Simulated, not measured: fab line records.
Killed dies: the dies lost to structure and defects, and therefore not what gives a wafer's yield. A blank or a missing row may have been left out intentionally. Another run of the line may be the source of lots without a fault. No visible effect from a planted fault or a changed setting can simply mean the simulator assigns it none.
fab line records	flow n5Finfet
record: lots: 10	wafers: 26	lastDay: 17
route steps=1938 shown FIN_CUT@178 STI_FIN_REVEAL@190 BEOL_M4@1111 PASSIVATION@1936
lots with no fault: from the same line, run without faults
startH: the number of hours between the record's first day and the start of the first shown wafer of the lot	waitH: hours from the lot's prior step to this one	" repeats the value in the row above	L1.1+2: one row covering several wafers at once	- no value present, or no start provided	* or withheld: withheld	< > ~ a bound
route shown NAME@n: names a module that has steps shown in the file, with the first one's number in the route	usual: mean/standard deviation taken from wafers without a fault	same: alike in all rows	chamber/n: place in a boat	sites: per-site readings	_std_site: how widely they spread, as a standard deviation	_edge_site: inner sites' mean taken away from outer sites' mean	radiusMm: for every site, how far away it sits from the centre of the wafer	mask NAME#n: copy n	behind: tool/chamber where the wafer was last shaped	hold: why the lot went on hold/how many hours it stayed there/how the hold came to an end	device: whichever transistor did not switch (one of n, p or np)	end of line: the route-end tests of the same wafers	for a step that has no rows: nothing shown but its recipe	killed: not the wafer's yield, but the dies lost to structure and defects at the first sort	map: a wafer's dies, x killed, . not, _ none there
set.NAME: the setting the step ran with; set.NAME@STEP: the setting that earlier step ran with	model.NAME: the simulator's own value behind a step, which no gauge read
a sample of lots followed through the steps of the route, with each step as a table and each wafer as a row
services: the hour from which a tool's chamber was out of use, counted from the record's first day as startH (under 0 if before that day), plus the number of hours and why
== steps ==
step: N5_FIN_CUT_STRIP_22
recipe: chemistry: N2/H2	powerW: 500	tempC: 40	pressureMtorr: 50	rfFrequencyHz: 6e+07	overashFraction: 0.3	biasPowerW: 8	h2Frac: 0.5	n2FlowSccm: 300	h2FlowSccm: 300
usual: drypumpMotorCurrentA: 5.5/0.38	oesProductAu: 0.78/0.086	rfVppV: 54.5/2.4	showerheadPlenumPTorr: 3.39/0.1	tempC: 40.01/0.12	throttleValvePct: 18.9/0.39
lot.wafer	tool	chamber	startH	waitH	drypumpMotorCurrentA	oesProductAu	rfHoursCounterH	rfVppV	showerheadPlenumPTorr	tempC	throttleValvePct
L826.4	rieDiel-06	1	34.70	0.0	6.0	0.73	174	56.4	3.49	40.13	19.4
L826.6	"	2	"	"	5.0	0.92	-	52.5	3.42	40.04	18.7
L829.1	rieDiel-06	1	53.76	0.0	6.0	0.72	179	52.3	3.49	39.96	19.4
L829.2	"	3	"	"	4.9	0.72	184	51.7	3.18	40.04	18.9
L829.6	"	0	"	"	5.3	0.79	-	53.2	3.53	40.13	19.1
L830.2	rieDiel-06	2	59.06	0.1	5.1	0.90	26	53.1	3.42	40.01	18.7
L830.3	"	1	"	"	6.0	0.73	180	55.9	3.49	39.99	19.4
L830.6	"	1	"	"	6.0	0.73	-	52.3	3.49	40.02	19.4
L833.1	rieDiel-02	1	75.11	0.2	5.9	0.73	180	58.9	3.33	40.24	18.6
L833.3	"	3	"	"	5.8	0.72	197	49.2	3.33	40.14	19.3
L833.4	"	0	"	"	5.9	0.95	7	56.4	3.40	39.96	18.1
L834.1	rieDiel-06	2	83.77	0.0	5.1	0.92	34	50.9	3.41	39.83	18.7
L834.2	"	0	"	"	5.3	0.78	131	53.6	3.52	39.94	19.1
L840.3	rieDiel-02	0	120.86	0.1	5.8	0.93	21	52.2	3.39	39.90	18.2
L840.4	"	1	"	"	5.9	0.72	193	54.8	3.32	39.94	18.6
L840.6	"	3	"	"	5.7	0.71	-	55.2	3.32	39.97	19.4
L842.1	rieDiel-02	2	130.31	0.2	5.6	0.70	229	52.4	3.41	39.94	18.5
L842.2	"	3	"	"	5.7	0.71	213	54.2	3.32	39.99	19.4
L842.6	"	0	"	"	5.8	0.90	-	59.7	3.39	40.05	18.2
L845.2	rieDiel-01	2	147.19	0.0	5.9	0.72	202	54.6	3.33	39.84	19.5
L845.3	"	1	"	"	5.5	0.74	150	52.2	3.49	39.83	19.0
L845.5	"	1	"	"	5.5	0.77	-	56.0	3.49	39.62	19.0
L847.5	rieDiel-06	3	158.98	0.1	4.9	0.70	-	54.0	3.17	39.96	19.0
L847.6	"	2	"	"	5.0	0.88	-	52.8	3.40	40.12	18.8
L848.2	rieDiel-06	2	167.58	0.1	5.0	0.87	57	51.5	3.40	39.99	18.8
L848.5	"	1	"	"	6.0	0.71	-	56.0	3.47	40.15	19.5
step: N5_STI_FIN_REVEAL_ETCHBACK_08
recipe: chemistry: C4F6/O2	target: SiO2	targetDepthA: 305	timeS: 10.167	ionEnergyEv: 250	pressureMtorr: 30	sourceW: 345	biasW: 185	Ar_flow_sccm: 300	C4F6_flow_sccm: 10	O2_flow_sccm: 10
usual: drypumpMotorCurrentA: 5.6/0.44	oesProductAu: 0.79/0.1	rfVppV: 665/16	showerheadPlenumPTorr: 2.85/0.068	throttleValvePct: 21.23/0.18
lot.wafer	tool	chamber	startH	waitH	drypumpMotorCurrentA	oesProductAu	rfHoursCounterH	rfVppV	showerheadPlenumPTorr	throttleValvePct
L826.4	rieDiel-04	0	40.52	0.1	4.8	0.92	21	677	2.91	21.01
L826.6	"	3	"	"	6.3	0.74	-	682	2.93	21.10
L829.1	rieDiel-05	3	59.59	0.2	5.8	0.74	138	656	2.85	21.44
L829.2	"	0	"	"	6.0	0.74	145	647	2.72	21.06
L829.6	"	2	"	"	5.3	0.80	-	656	2.87	21.01
L830.2	rieDiel-04	0	65.63	0.2	4.8	0.92	31	677	2.90	21.02
L830.3	"	2	"	"	5.5	0.68	246	659	2.77	21.42
L830.6	"	0	"	"	4.8	0.91	-	677	2.90	21.02
L833.1	rieDiel-04	0	80.95	0.2	4.8	0.92	36	677	2.90	21.05
L833.3	"	1	"	"	5.3	0.95	6	676	2.81	21.37
L833.4	"	3	"	"	6.3	0.73	-	682	2.93	21.14
L834.1	rieDiel-05	0	91.81	0.2	6.0	0.73	153	647	2.71	21.07
L834.2	"	3	"	"	5.8	0.73	151	655	2.85	21.46
L840.3	rieDiel-03	2	127.02	0.1	5.3	0.71	213	676	2.90	21.23
L840.4	"	1	"	"	6.3	0.85	59	699	2.88	21.10
L840.6	"	3	"	"	5.5	1.00	-	674	2.92	21.20
L842.1	rieDiel-03	1	137.74	0.2	6.3	0.85	63	698	2.88	21.13
L842.2	"	0	"	"	5.8	0.66	234	642	2.82	21.32
L842.6	"	3	"	"	5.5	0.99	-	675	2.92	21.23
L845.2	rieDiel-04	1	154.04	0.2	5.3	0.88	34	676	2.80	21.42
L845.3	"	0	"	"	4.8	0.85	64	677	2.89	21.08
L845.5	"	0	"	"	4.8	0.85	-	677	2.89	21.07
L847.5	rieDiel-04	0	164.85	0.1	4.8	0.86	-	676	2.89	21.07
L847.6	"	1	"	"	5.3	0.87	-	675	2.80	21.40
L848.2	rieDiel-05	1	174.21	0.4	5.2	0.94	14	638	2.92	21.39
L848.5	"	3	"	"	5.8	0.71	-	654	2.83	21.49
step: N5_STI_FIN_REVEAL_STRIP_24
recipe: chemistry: N2/H2	timeS: 90	powerW: 100	tempC: 40	pressureMtorr: 100	rfFrequencyHz: 6e+07	biasPowerW: 3	n2FlowSccm: 300	h2FlowSccm: 300
usual: drypumpMotorCurrentA: 5.6/0.44	oesProductAu: 0.79/0.098	rfVppV: 45.4/0.82	showerheadPlenumPTorr: 3.40/0.075	tempC: 40.00/0.11	throttleValvePct: 12.29/0.27
lot.wafer	tool	chamber	startH	waitH	drypumpMotorCurrentA	oesProductAu	rfHoursCounterH	rfVppV	showerheadPlenumPTorr	tempC	throttleValvePct
L826.4	rieDiel-04	0	40.55	0.0	4.8	0.92	21	45.1	3.40	40.05	11.66
L826.6	"	3	"	"	6.3	0.72	-	44.9	3.51	40.12	12.40
L829.1	rieDiel-05	3	59.63	0.0	5.9	0.74	138	44.9	3.37	40.11	12.38
L829.2	"	0	"	"	6.0	0.75	145	44.6	3.25	39.87	12.20
L829.6	"	2	"	"	5.3	0.79	-	46.4	3.44	39.97	12.17
L830.2	rieDiel-04	0	65.67	0.0	4.8	0.91	31	44.1	3.40	40.09	11.70
L830.3	"	2	"	"	5.5	0.68	247	44.2	3.34	40.01	12.72
L830.6	"	0	"	"	4.8	0.91	-	46.8	3.40	39.98	11.70
L833.1	rieDiel-04	0	80.98	0.0	4.8	0.90	36	44.2	3.39	40.12	11.72
L833.3	"	1	"	"	5.3	0.94	6	45.0	3.36	40.12	12.25
L833.4	"	3	"	"	6.3	0.71	-	45.1	3.50	39.92	12.42
L834.1	rieDiel-05	0	91.84	0.0	6.0	0.74	153	46.0	3.25	40.07	12.22
L834.2	"	3	"	"	5.8	0.74	151	47.1	3.36	39.97	12.42
L840.3	rieDiel-03	2	127.06	0.0	5.4	0.70	213	45.4	3.47	40.01	12.44
L840.4	"	1	"	"	6.3	0.85	59	46.4	3.43	40.13	12.11
L840.6	"	3	"	"	5.5	0.98	-	45.4	3.47	39.99	12.09
L842.1	rieDiel-03	1	137.78	0.0	6.3	0.85	63	45.7	3.42	39.95	12.11
L842.2	"	0	"	"	5.8	0.67	235	44.9	3.34	40.12	12.40
L842.6	"	3	"	"	5.5	0.97	-	47.6	3.47	39.74	12.12
L845.2	rieDiel-04	1	154.08	0.0	5.3	0.88	34	46.7	3.34	40.09	12.31
L845.3	"	0	"	"	4.8	0.85	64	46.4	3.38	39.84	11.78
L845.5	"	0	"	"	4.8	0.85	-	46.5	3.38	40.16	11.79
L847.5	rieDiel-04	0	164.91	0.0	4.8	0.84	-	45.0	3.38	39.90	11.80
L847.6	"	1	"	"	5.3	0.86	-	45.4	3.34	39.92	12.34
L848.2	rieDiel-05	1	174.25	0.0	5.3	0.95	14	44.2	3.48	40.03	12.25
L848.5	"	3	"	"	5.8	0.71	-	46.6	3.34	40.11	12.49
step: N5_STI_FIN_REVEAL_PRECLEAN_17
recipe: chemistry: NF3:NH3	afsCycles: 1	tempC: 30	timeS: 20	sublimationTempC: 180	sublimationTimeS: 60	pressureTorr: 3	rfPowerW: 30
usual: sublimationTempC: 180.02/0.16	tempC: 29.99/0.11
lot.wafer	tool	chamber	startH	waitH	sublimationTempC	tempC
L826.4	remotePlasma-01	0	42.75	0.1	179.86	29.97
L826.6	"	0	"	"	180.07	29.97
L829.1	remotePlasma-01	1	61.73	0.0	180.44	29.89
L829.2	"	1	"	"	180.11	30.01
L829.6	"	1	"	"	180.21	29.94
L830.2	remotePlasma-02	0	67.81	0.1	179.90	30.00
L830.3	"	0	"	"	180.00	29.87
L830.6	"	0	"	"	179.69	29.97
L833.1	remotePlasma-02	1	83.09	0.0	180.16	30.05
L833.3	"	1	"	"	179.89	29.93
L833.4	"	1	"	"	180.04	29.92
L834.1	remotePlasma-01	0	93.97	0.0	179.83	29.99
L834.2	"	0	"	"	179.96	30.04
L840.3	remotePlasma-02	1	129.33	0.1	179.79	29.77
L840.4	"	1	"	"	179.92	30.04
L840.6	"	1	"	"	180.11	29.82
L842.1	remotePlasma-02	1	140.12	0.0	180.14	30.18
L842.2	"	1	"	"	180.25	30.11
L842.6	"	1	"	"	179.97	29.95
L845.2	remotePlasma-01	0	156.23	0.1	179.74	29.86
L845.3	"	0	"	"	180.21	29.96
L845.5	"	0	"	"	179.80	29.75
L847.5	remotePlasma-01	1	167.26	0.2	180.09	30.03
L847.6	"	1	"	"	179.91	29.98
L848.2	remotePlasma-01	0	176.38	0.1	180.11	30.05
L848.5	"	0	"	"	180.22	29.96
step: N5_STI_FIN_REVEAL_INSPECT_13
recipe: inspectInstrument: darkfield	mode: postClean
usual: rawDefectCount: 12/4.6
lot.wafer	tool	chamber	startH	waitH	rawDefectCount
L826.4	defectInspect-01	-	43.56	0.0	7
L826.6	"	-	"	"	13
L829.1	defectInspect-02	-	62.64	0.0	10
L829.2	"	-	"	"	10
L829.6	"	-	"	"	9
L830.2	defectInspect-01	-	68.70	0.0	9
L830.3	"	-	"	"	15
L830.6	"	-	"	"	9
L833.1	defectInspect-01	-	83.98	0.0	16
L833.3	"	-	"	"	17
L833.4	"	-	"	"	15
L834.1	defectInspect-02	-	94.87	0.0	15
L834.2	"	-	"	"	8
L840.3	defectInspect-02	-	130.34	0.0	355
L840.4	"	-	"	"	351
L840.6	"	-	"	"	325
L842.1	defectInspect-02	-	141.14	0.0	348
L842.2	"	-	"	"	340
L842.6	"	-	"	"	327
L845.2	defectInspect-02	-	157.13	0.0	15
L845.3	"	-	"	"	11
L845.5	"	-	"	"	14
L847.5	defectInspect-01	-	168.11	0.0	30
L847.6	"	-	"	"	12
L848.2	defectInspect-02	-	177.28	0.0	16
L848.5	"	-	"	"	8
step: N5_BEOL_M4_RC_MEAS_101
usual: DIBL_N: 36.0/2	DIBL_P: 35.9/2.5	IOFF_N: 0.16/0.038	IOFF_P: 0.21/0.04	ION_N: 675/14	ION_P: 462/9.4	SS_N: 71.5/0.75	SS_P: 73.2/0.74	VT_N: 250/3.9	VT_P: -251/3.2
lot.wafer	tool	chamber	startH	waitH	DIBL_N[mV/V]	DIBL_P[mV/V]	IOFF_N[nA/um]	IOFF_P[nA/um]	ION_N[uA/um]	ION_P[uA/um]	SS_N[mV/dec]	SS_P[mV/dec]	VT_N[mV]	VT_P[mV]
L826.4	prober-01	0	164.16	0.5	35.2	35.1	0.17	0.22	691	472	70.9	73.1	244	-245
L826.6	"	0	"	"	36.8	35.2	0.21	0.22	694	466	71.7	73.5	242	-246
L830.2	prober-02	0	192.72	0.2	36.9	37.7	0.20	0.25	705	478	71.5	73.2	244	-246
L830.3	"	0	"	"	37.0	39.5	0.18	0.28	681	474	71.4	74.4	249	-249
L830.6	"	0	"	"	37.0	38.4	0.18	0.26	692	479	71.2	73.7	247	-248
L829.1	prober-01	0	197.12	0.0	37.3	37.2	0.17	0.19	664	446	72.3	73.7	251	-255
L829.2	"	0	"	"	32.4	31.9	0.11	0.14	654	445	70.8	72.6	256	-257
L829.6	"	0	"	"	38.7	39.4	0.20	0.25	670	459	71.8	74.5	246	-251
L833.1	prober-02	0	212.35	0.0	35.6	34.3	0.16	0.23	701	483	71.3	72.8	243	-245
L833.3	"	0	"	"	34.8	33.3	0.13	0.22	683	475	69.7	72.4	248	-248
L833.4	"	0	"	"	35.3	34.1	0.14	0.23	686	472	70.6	72.8	248	-247
L834.1	prober-01	0	216.26	0.0	35.4	34.6	0.14	0.15	656	445	71.9	72.7	252	-257
L834.2	"	0	"	"	37.5	39.3	0.18	0.25	675	459	71.5	73.4	247	-250
L840.3	prober-01	0	268.25	0.3	38.6	39.3	0.22	0.24	685	466	72.4	73.3	248	-251
L840.4	"	0	"	"	38.6	39.2	0.21	0.26	683	472	72.2	73.0	248	-248
L840.6	"	0	"	"	35.6	36.2	0.17	0.20	696	474	71.3	72.3	248	-249
L842.1	prober-02	0	269.86	0.0	33.6	34.1	0.12	0.17	669	457	71.5	72.7	255	-253
L842.2	"	0	"	"	35.3	36.7	0.14	0.20	647	447	71.2	72.7	251	-249
L842.6	"	0	"	"	34.5	37.0	0.14	0.21	688	473	70.9	73.6	250	-249
L845.2	prober-01	0	276.71	0.2	36.8	37.8	0.16	0.21	685	465	71.4	73.6	250	-248
L845.3	"	0	"	"	31.9	32.6	0.09	0.15	660	463	70.5	71.4	258	-256
L845.5	"	0	"	"	35.9	36.6	0.15	0.20	676	468	71.2	72.9	251	-251
L847.5	prober-01	0	301.39	0.6	34.7	35.0	0.12	0.17	664	460	71.2	72.7	254	-253
L847.6	"	0	"	"	33.0	31.9	0.11	0.15	663	464	70.9	71.9	258	-256
L848.2	prober-01	0	311.46	0.2	38.3	37.2	0.19	0.21	689	465	72.3	74.2	249	-253
L848.5	"	0	"	"	39.1	37.9	0.21	0.22	679	454	73.5	73.3	246	-250
step: N5_PASSIVATION_PROBE_49
usual: defectLimitedYield: 91.3/1.5	killed_at_M0_to_M3: 33/12	killed_at_M4_up: 15/5.2	killedAtContacts: 12/5.1	killedAtFrontEnd: 39/11	killedAtOther: 5/3.6	killedDies: 103/18	killedOpen: 67/13	killedShort: 33/7.8	sort_bin_5_function: 5.1/0.96	sort_bin_6_memory: 3.2/0.71	sortNPass: 1077/18	sortYieldPct: 91.3/1.5
same: grossDies: 1180	killedAtBackSide: 0	sort_bin_4_leakage[%]: 0	sort_bin_8_speed[%]: 0
lot.wafer	tool	chamber	startH	waitH	defectLimitedYield[%]	killed_at_M0_to_M3	killed_at_M4_up	killedAtContacts	killedAtFrontEnd	killedAtOther	killedDies	killedOpen	killedShort	sort_bin_5_function[%]	sort_bin_6_memory[%]	sortNPass	sortYieldPct[%]
L830.2	prober-01	-	286.51	0.1	89.1	46	16	10	45	12	129	73	56	6.2	4.2	1051	89.1
L830.3	prober-01	-	286.56	0.1	89.3	50	12	17	43	4	126	98	28	5.7	4.6	1054	89.3
L830.6	prober-01	-	286.71	0.3	91.7	37	14	7	34	6	98	63	35	4.9	3.2	1082	91.7
L829.1	prober-01	-	292.12	0.0	92.3	16	12	13	46	4	91	68	20	4.3	3.0	1089	92.3
L829.2	prober-01	-	292.17	0.1	95.3	16	7	5	25	2	55	41	13	3.1	1.4	1125	95.3
L829.6	prober-01	-	292.37	0.3	92.9	10	21	12	37	4	84	57	23	4.9	2.0	1096	92.9
L833.1	prober-02	-	306.11	0.0	90.3	58	9	2	42	3	114	71	43	6.1	3.3	1066	90.3
L833.3	prober-02	-	306.21	0.1	91.8	30	22	4	33	8	97	54	36	4.2	3.3	1083	91.8
L833.4	prober-02	-	306.26	0.2	90.1	37	26	10	41	3	117	80	37	4.4	5.5	1063	90.1
L842.1	prober-01	-	365.18	0.0	84.7	27	12	10	122	10	181	50	31	10.3	3.4	999	84.7
L842.2	prober-01	-	365.23	0.1	82.0	29	10	10	150	13	212	62	40	10.8	4.6	968	82.0
L842.6	prober-01	-	365.43	0.3	82.5	26	12	11	148	9	206	58	45	12.2	3.3	974	82.5
L840.3	prober-02	-	366.23	0.1	84.1	32	23	8	124	1	188	57	28	10.9	3.5	992	84.1
L840.4	prober-02	-	366.28	0.2	83.9	52	8	6	119	5	190	52	30	10.2	3.6	990	83.9
L840.6	prober-02	-	366.38	0.3	81.4	43	9	18	149	1	220	77	37	12.6	3.8	960	81.4
L845.2	prober-02	-	379.38	0.1	89.8	41	21	15	41	2	120	70	35	5.3	3.7	1060	89.8
L845.3	prober-02	-	379.43	0.1	92.2	23	18	14	36	1	92	59	24	4.0	3.0	1088	92.2
L845.5	prober-02	-	379.53	0.2	90.8	21	21	15	48	3	108	70	29	5.2	3.1	1072	90.8
L847.5	prober-01	-	401.07	0.2	91.7	27	14	6	43	8	98	60	36	5.2	3.1	1082	91.7
L847.6	prober-01	-	401.12	0.3	88.9	46	10	18	47	10	131	87	38	6.5	4.2	1049	88.9
L848.2	prober-02	-	415.98	0.1	92.0	26	13	17	31	7	94	63	30	4.3	3.4	1086	92.0
L848.5	prober-02	-	416.13	0.2	88.8	53	14	18	46	1	132	97	34	6.9	3.8	1048	88.8
killed by level:class
L830.2 BEOL_M0_SAQP:geometricParticle:short=14 GATE_CUT:geometricParticle:short=11 BEOL_M0_SAQP:geometricParticle:open=10 GATE_CUT:geometricParticle:open=9 MOL_CONTACT_COAG:geometricParticle:open=7 STI_FIN_REVEAL:geometricParticle:open=6 BEOL_M2:geometricParticle:open=6 BEOL_M3:geometricParticle:open=6
L830.3 MOL_CONTACT_COAG:geometricParticle:open=16 STI_FIN_REVEAL:geometricParticle:open=15 BEOL_M2:geometricParticle:open=15 BEOL_M1:geometricParticle:open=10 FIN_SAQP:geometricParticle:open=8 BEOL_M3:geometricParticle:open=6 BEOL_M0_SAQP:geometricParticle:open=5 STI_FIN_REVEAL:geometricParticle:short=4
L830.6 BEOL_M0_SAQP:geometricParticle:short=9 STI_FIN_REVEAL:geometricParticle:open=8 MOL_CONTACT_COAG:geometricParticle:open=7 FIN_SAQP:geometricParticle:open=6 BEOL_M1:geometricParticle:open=6 BEOL_M2:geometricParticle:open=6 BEOL_M3:geometricParticle:short=6 FIN_SAQP:geometricParticle:short=5
L829.1 MOL_CONTACT_COAG:geometricParticle:open=12 FIN_SAQP:geometricParticle:open=8 STI_FIN_REVEAL:geometricParticle:open=7 FIN_SAQP:geometricParticle:short=6 BEOL_M3:geometricParticle:open=6 GATE_CUT:geometricParticle:open=5 BEOL_M4:geometricParticle:open=5 STARTING-WAFER:geometricParticle:open=5
L829.2 BEOL_M3:geometricParticle:open=7 STI_FIN_REVEAL:geometricParticle:open=6 GATE_CUT:geometricParticle:open=6 FIN_SAQP:geometricParticle:open=3 MOL_CONTACT_COAG:geometricParticle:short=3 BEOL_M4:geometricParticle:open=3 GATE_CUT:geometricParticle:short=2 MOL_CONTACT_COAG:geometricParticle:open=2
L829.6 FIN_SAQP:geometricParticle:open=12 MOL_CONTACT_COAG:geometricParticle:open=10 BEOL_M4:geometricParticle:open=6 STI_FIN_REVEAL:geometricParticle:open=4 SPACER0:geometricParticle:short=4 BEOL_M7:geometricParticle:open=4 FIN_SAQP:geometricParticle:short=3 BEOL_M2:geometricParticle:open=3
L833.1 BEOL_M1:geometricParticle:open=14 BEOL_M0_SAQP:geometricParticle:short=12 BEOL_M0_SAQP:geometricParticle:open=12 FIN_SAQP:geometricParticle:open=8 BEOL_M3:geometricParticle:open=8 DUMMY_GATE:geometricParticle:open=6 STI_FIN_REVEAL:geometricParticle:open=5 DUMMY_GATE:geometricParticle:short=5
L833.3 BEOL_M4:geometricParticle:open=8 BEOL_M0_SAQP:geometricParticle:short=7 BEOL_M2:geometricParticle:open=7 BEOL_M4:geometricParticle:short=7 HKMG_FIN:areaEtch=7 DUMMY_GATE:geometricParticle:short=6 FIN_SAQP:geometricParticle:open=5 BEOL_M5:geometricParticle:open=5
L833.4 BEOL_M1:geometricParticle:open=11 DUMMY_GATE:geometricParticle:open=9 BEOL_M0_SAQP:geometricParticle:open=8 MOL_CONTACT_COAG:geometricParticle:open=7 STI_FIN_REVEAL:geometricParticle:open=6 GATE_CUT:geometricParticle:short=6 BEOL_M4:geometricParticle:open=6 BEOL_M5:geometricParticle:open=5
L842.1 STI_FIN_REVEAL:unspecified=100 MOL_CONTACT_COAG:geometricParticle:open=9 BEOL_M0_SAQP:geometricParticle:short=7 FIN_SAQP:geometricParticle:open=6 BEOL_M2:geometricParticle:open=6 BEOL_M3:geometricParticle:open=5 BEOL_M0_SAQP:geometricParticle:open=4 BEOL_M4:geometricParticle:open=4
L842.2 STI_FIN_REVEAL:unspecified=106 BEOL_M2:geometricParticle:open=10 FIN_SAQP:geometricParticle:open=7 FIN_SAQP:geometricParticle:short=7 MOL_CONTACT_COAG:geometricParticle:open=7 DUMMY_GATE:geometricParticle:open=6 GATE_CUT:geometricParticle:short=6 STARTING-WAFER:geometricParticle:short=6
L842.6 STI_FIN_REVEAL:unspecified=103 FIN_SAQP:geometricParticle:short=20 BEOL_M3:geometricParticle:open=8 MOL_CONTACT_COAG:geometricParticle:open=8 FIN_SAQP:geometricParticle:open=6 DUMMY_GATE:geometricParticle:open=6 BEOL_M2:geometricParticle:open=6 STARTING-WAFER:geometricParticle:open=5
L840.3 STI_FIN_REVEAL:unspecified=99 BEOL_M2:geometricParticle:open=10 STI_FIN_REVEAL:geometricParticle:open=9 BEOL_M3:geometricParticle:open=8 MOL_CONTACT_COAG:geometricParticle:open=7 GATE_CUT:geometricParticle:short=5 BEOL_M1:geometricParticle:open=5 BEOL_M4:geometricParticle:short=5
L840.4 STI_FIN_REVEAL:unspecified=107 BEOL_M3:geometricParticle:open=15 BEOL_M0_SAQP:geometricParticle:open=12 BEOL_M0_SAQP:geometricParticle:short=9 STI_FIN_REVEAL:geometricParticle:open=5 BEOL_M3:geometricParticle:short=5 MOL_CONTACT_COAG:geometricParticle:short=3 MOL_CONTACT_COAG:geometricParticle:open=3
L840.6 STI_FIN_REVEAL:unspecified=99 STI_FIN_REVEAL:geometricParticle:open=21 BEOL_M3:geometricParticle:open=16 MOL_CONTACT_COAG:geometricParticle:open=14 BEOL_M3:geometricParticle:short=8 BEOL_M0_SAQP:geometricParticle:open=6 HKMG_FIN:areaEtch=6 BEOL_M0_SAQP:geometricParticle:short=5
L845.2 GATE_CUT:geometricParticle:short=9 MOL_CONTACT_COAG:geometricParticle:open=9 BEOL_M1:geometricParticle:open=9 HKMG_FIN:areaEtch=8 BEOL_M0_SAQP:geometricParticle:open=7 BEOL_M3:geometricParticle:open=7 BEOL_M0_SAQP:geometricParticle:short=6 BEOL_M2:geometricParticle:open=6
L845.3 MOL_CONTACT_COAG:geometricParticle:open=13 HKMG_FIN:areaEtch=9 BEOL_M4:geometricParticle:open=8 GATE_CUT:geometricParticle:short=7 BEOL_M0_SAQP:geometricParticle:open=7 GATE_CUT:geometricParticle:open=5 BEOL_M1:geometricParticle:open=4 BEOL_M3:geometricParticle:open=4
L845.5 MOL_CONTACT_COAG:geometricParticle:open=12 FIN_SAQP:geometricParticle:open=9 GATE_CUT:geometricParticle:short=9 HKMG_FIN:areaEtch=8 BEOL_M4:geometricParticle:open=7 DUMMY_GATE:geometricParticle:open=5 BEOL_M1:geometricParticle:open=5 BEOL_M0_SAQP:geometricParticle:open=4
L847.5 STI_FIN_REVEAL:geometricParticle:open=10 FIN_SAQP:geometricParticle:short=8 BEOL_M0_SAQP:geometricParticle:open=7 MOL_CONTACT_COAG:geometricParticle:open=6 BEOL_M3:geometricParticle:open=6 FIN_SAQP:geometricParticle:open=5 BEOL_M2:geometricParticle:open=5 STARTING-WAFER:geometricParticle:short=5
L847.6 BEOL_M2:geometricParticle:open=14 MOL_CONTACT_COAG:geometricParticle:open=13 STI_FIN_REVEAL:geometricParticle:open=11 BEOL_M1:geometricParticle:open=7 FIN_SAQP:geometricParticle:open=6 ILD0:geometricParticle:short=6 BEOL_M0_SAQP:geometricParticle:short=6 BEOL_M3:geometricParticle:open=6
L848.2 MOL_CONTACT_COAG:geometricParticle:open=15 FIN_SAQP:geometricParticle:short=9 FIN_SAQP:geometricParticle:open=8 STARTING-WAFER:geometricParticle:short=5 BEOL_M0_SAQP:geometricParticle:open=5 BEOL_M3:geometricParticle:open=5 BEOL_M0_SAQP:geometricParticle:short=4 BEOL_M1:geometricParticle:open=4
L848.5 BEOL_M0_SAQP:geometricParticle:open=21 FIN_SAQP:geometricParticle:open=18 MOL_CONTACT_COAG:geometricParticle:open=16 BEOL_M3:geometricParticle:open=12 BEOL_M0_SAQP:geometricParticle:short=8 FIN_SAQP:geometricParticle:short=6 STI_FIN_REVEAL:geometricParticle:open=6 DUMMY_GATE:geometricParticle:open=4
== services ==
tool	chamber	startH	hours	kind
rieDiel-01	-	30.20	1.6	repair
rieDiel-06	0	30.96	1.5	repair
rieDiel-02	2	37.70	1.8	repair
rieDiel-04	1	46.17	-	clean
rieDiel-04	1	46.17	-	consumableReplace:focusRing
rieDiel-04	1	46.17	16.0	scheduledDown
rieDiel-04	1	46.17	16.0	ventCycle
rieDiel-02	0	51.40	10.9	repair
rieDiel-05	0	63.64	5.0	repair
rieDiel-04	2	78.35	-	clean
rieDiel-04	2	78.35	-	consumableReplace:focusRing
rieDiel-04	2	78.35	20.8	scheduledDown
rieDiel-04	2	78.35	20.8	ventCycle
rieDiel-01	-	94.56	2.8	pm
rieDiel-01	0	114.37	7.6	repair
rieDiel-05	1	114.63	-	clean
rieDiel-05	1	114.63	-	consumableReplace:focusRing
rieDiel-05	1	114.63	18.1	scheduledDown
rieDiel-05	1	114.63	18.1	ventCycle
rieDiel-06	1	127.09	2.5	repair
rieDiel-06	2	139.56	7.7	repair
rieDiel-01	3	142.69	2.2	repair
rieDiel-04	3	149.33	7.2	repair
rieDiel-04	2	169.75	12.7	repair
== key ==
firstSign: step: N5_STI_FIN_REVEAL_INSPECT_13	reading: rawDefectCount	direction: up	sigmas: 72	usual: 12	struck: 341
effect: step: N5_PASSIVATION_PROBE_49	reading: killedAtFrontEnd	direction: up	sigmas: 8.5	usual: 39	struck: 135
moreKillsBornAt: N5_STI_FIN_REVEAL_PRECLEAN_17@remotePlasma-02: 614
metAt N5_STI_FIN_REVEAL_PRECLEAN_17
struckLots L840,L842
notActingAt N5_FIN_CUT_STRIP_22,N5_STI_FIN_REVEAL_ETCHBACK_08,N5_STI_FIN_REVEAL_STRIP_24
onsetBetween 83.09 129.33
fault: kind: chamberParticleSource	tool: remotePlasma-02	chamber: -	onsetH: 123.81	steps: N5_STI_FIN_REVEAL_PRECLEAN_17	ratePerVisitCm2: 0.50207	endH: 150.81
